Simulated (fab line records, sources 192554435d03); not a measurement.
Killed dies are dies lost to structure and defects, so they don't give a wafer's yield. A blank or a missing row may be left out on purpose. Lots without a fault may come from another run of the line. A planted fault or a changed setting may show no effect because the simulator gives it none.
Chamber matching | flow n5_finfet | N5_BEOL_M0_SAQP_ETCH_88 on rie_diel-03: 4 sister chambers
The step etches underlayer in N2/H2, target depth 6.5 nm, time 5.2 s. 14 wafers are shown with their chamber, then 7 later ones without.

WAFERS WITH THEIR CHAMBER
wafer  | chamber | drypump_motor_current_A (A) | showerhead_plenum_p_Torr (Torr) | etch_rf_on_time_s (s)
L074.4 | 1       | 5.4                         | 2.47                            | 4.99
L074.5 | 2       | 6.1                         | 2.44                            | 5.05
L074.6 | 3       | 5.1                         | 2.68                            | 5.38
L079.1 | 1       | 5.4                         | 2.47                            | 5.00
L079.2 | 3       | 5.1                         | 2.68                            | 5.40
L079.6 | 2       | 6.2                         | 2.44                            | 5.02
L085.1 | 0       | 5.4                         | 2.54                            | 5.12
L085.2 | 2       | 6.1                         | 2.44                            | 5.04
L085.6 | 2       | 6.1                         | 2.44                            | 5.06
L088.1 | 2       | 6.1                         | 2.43                            | 5.06
L088.2 | 3       | 5.1                         | 2.67                            | 5.43
L088.5 | 2       | 6.1                         | 2.43                            | 5.06
L090.2 | 2       | 6.1                         | 2.43                            | 5.06
L090.3 | 1       | 5.4                         | 2.46                            | 4.99

SIGNATURES (means of the wafers above)
reading                  | chamber 0 | chamber 1 | chamber 2 | chamber 3 | scatter within a chamber
drypump_motor_current_A  | 5.400     | 5.400     | 6.114     | 5.100     | 0.0293
showerhead_plenum_p_Torr | 2.5400    | 2.4667    | 2.4357    | 2.6767    | 0.00552
etch_rf_on_time_s        | 5.1200    | 4.9933    | 5.0500    | 5.4033    | 0.0165
Rule: a wafer's distance from a chamber is the root of the sum, over the readings, of the square of ((its reading less the chamber's mean) divided by the reading's scatter). The wafer belongs to the nearest chamber; if the next one is less than 2 further off, it can't be placed. The scatter: the root of (the sum of the squares of (reading less its chamber's mean) over the shown wafers, divided by (wafers less chambers)).

WAFERS WITHOUT THEIR CHAMBER
wafer  | drypump_motor_current_A (A) | showerhead_plenum_p_Torr (Torr) | etch_rf_on_time_s (s)
L090.4 | 5.1                         | 2.67                            | 5.37
L096.1 | 5.4                         | 2.46                            | 5.01
L096.3 | 5.1                         | 2.67                            | 5.37
L096.5 | 6.1                         | 2.43                            | 5.09
L097.1 | 5.4                         | 2.46                            | 5.03
L097.2 | 5.5                         | 2.53                            | 5.17
L097.3 | 6.1                         | 2.43                            | 5.07

WHICH CHAMBER EACH WENT THROUGH
wafer  | from the rows above | in truth
L090.4 | 3                   | 3
L096.1 | 1                   | 1
L096.3 | 3                   | 3
L096.5 | 2                   | 2
L097.1 | 1                   | 1
L097.2 | 0                   | 0
L097.3 | 2                   | 2
Placed correctly: 7 of 7. Can't be placed from these rows: 0. Placed wrongly: 0.
